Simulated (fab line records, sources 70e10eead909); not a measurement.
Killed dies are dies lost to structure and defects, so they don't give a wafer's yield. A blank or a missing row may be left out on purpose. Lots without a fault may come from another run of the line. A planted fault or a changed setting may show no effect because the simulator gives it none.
Chamber matching | flow nand_harc | NHARC_P_M2_DEP_33 on pecvd-03: 3 sister chambers
The step deposits SiCN, target thk 30 nm. 3 wafers are shown with their chamber, then 11 later ones without.

WAFERS WITH THEIR CHAMBER
wafer  | chamber | showerhead_vpp_V (V)
L087.4 | 2       | 1340
L087.5 | 1       | 1370
L093.3 | 0       | 1311

WAFERS WITHOUT THEIR CHAMBER
wafer  | showerhead_vpp_V (V)
L093.5 | 1295
L093.6 | 1349
L094.4 | 1355
L094.5 | 1289
L094.6 | 1366
L095.1 | 1352
L095.2 | 1261
L095.5 | 1382
L096.1 | 1373
L096.2 | 1339
L096.3 | 1315

WHICH CHAMBER EACH WENT THROUGH
wafer  | from the rows above          | in truth
L093.5 | can't be placed: 0 or 2      | 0
L093.6 | can't be placed: 2 or 1 or 0 | 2
L094.4 | can't be placed: 1 or 2 or 0 | 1
L094.5 | can't be placed: 0 or 2      | 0
L094.6 | can't be placed: 1 or 2      | 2
L095.1 | can't be placed: 2 or 1 or 0 | 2
L095.2 | can't be placed: 0 or 2      | 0
L095.5 | can't be placed: 1 or 2      | 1
L096.1 | can't be placed: 1 or 2      | 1
L096.2 | can't be placed: 2 or 0 or 1 | 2
L096.3 | can't be placed: 0 or 2      | 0
Placed correctly: 0 of 11. Can't be placed from these rows: 11 (the true chamber is among the candidates in 11). Placed wrongly: 0.
How it was worked out, from the rows above alone: a wafer's distance from a chamber is the root of the sum, over the readings, of the square of ((its reading less the chamber's mean) divided by the reading's scatter). The wafer belongs to the nearest chamber; if the next one is less than 2 further off, it can't be placed. A chamber's mean is the mean of its shown wafers. The scatter: with one shown wafer a chamber, the root of the mean of the squares of how far each hidden wafer lies from its nearest shown one.
